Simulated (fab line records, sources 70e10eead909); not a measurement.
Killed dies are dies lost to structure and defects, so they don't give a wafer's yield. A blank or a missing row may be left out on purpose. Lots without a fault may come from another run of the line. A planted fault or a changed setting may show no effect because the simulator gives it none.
Chamber matching | flow nand_harc | NHARC_P_GATE_DESCUM_13 on rie_diel-05: 4 sister chambers
The step chemistry O2, time 3 s. 14 wafers are shown with their chamber, then 7 later ones without.

WAFERS WITH THEIR CHAMBER
wafer  | chamber | drypump_motor_current_A (A) | showerhead_plenum_p_Torr (Torr) | oes_product_au (a.u.)
L347.2 | 0       | 5.8                         | 1.88                            | 1.006
L347.3 | 3       | 5.0                         | 1.91                            | 0.999
L347.4 | 0       | 5.8                         | 1.88                            | 1.003
L350.1 | 3       | 5.0                         | 1.91                            | 0.999
L350.2 | 0       | 5.8                         | 1.88                            | 0.996
L350.3 | 2       | 4.7                         | 1.92                            | 1.002
L352.1 | 0       | 5.8                         | 1.88                            | 1.005
L352.3 | 3       | 5.0                         | 1.90                            | 0.998
L352.4 | 2       | 4.8                         | 1.92                            | 1.011
L353.3 | 3       | 5.0                         | 1.90                            | 0.995
L353.4 | 1       | 6.0                         | 1.85                            | 0.998
L353.6 | 1       | 6.1                         | 1.85                            | 0.988
L357.1 | 3       | 5.0                         | 1.90                            | 1.002
L357.4 | 0       | 5.8                         | 1.88                            | 1.003

SIGNATURES (means of the wafers above)
reading                  | chamber 0 | chamber 1 | chamber 2 | chamber 3 | scatter within a chamber
drypump_motor_current_A  | 5.800     | 6.050     | 4.750     | 5.000     | 0.0316
showerhead_plenum_p_Torr | 1.8800    | 1.8500    | 1.9200    | 1.9040    | 0.00346
oes_product_au           | 1.00260   | 0.99300   | 1.00650   | 0.99860   | 0.00421
Rule: a wafer's distance from a chamber is the root of the sum, over the readings, of the square of ((its reading less the chamber's mean) divided by the reading's scatter). The wafer belongs to the nearest chamber; if the next one is less than 2 further off, it can't be placed. The scatter: the root of (the sum of the squares of (reading less its chamber's mean) over the shown wafers, divided by (wafers less chambers)).

WAFERS WITHOUT THEIR CHAMBER
wafer  | drypump_motor_current_A (A) | showerhead_plenum_p_Torr (Torr) | oes_product_au (a.u.)
L357.6 | 6.1                         | 1.85                            | 0.996
L359.2 | 5.8                         | 1.88                            | 0.998
L359.4 | 6.1                         | 1.85                            | 0.997
L359.6 | 6.1                         | 1.85                            | 0.991
L358.3 | 6.1                         | 1.85                            | 1.003
L358.4 | 5.8                         | 1.88                            | 1.004
L358.5 | 5.0                         | 1.90                            | 1.003

WHICH CHAMBER EACH WENT THROUGH
wafer  | from the rows above | in truth
L357.6 | 1                   | 1
L359.2 | 0                   | 0
L359.4 | 1                   | 1
L359.6 | 1                   | 1
L358.3 | 1                   | 1
L358.4 | 0                   | 0
L358.5 | 3                   | 3
Placed correctly: 7 of 7. Can't be placed from these rows: 0. Placed wrongly: 0.
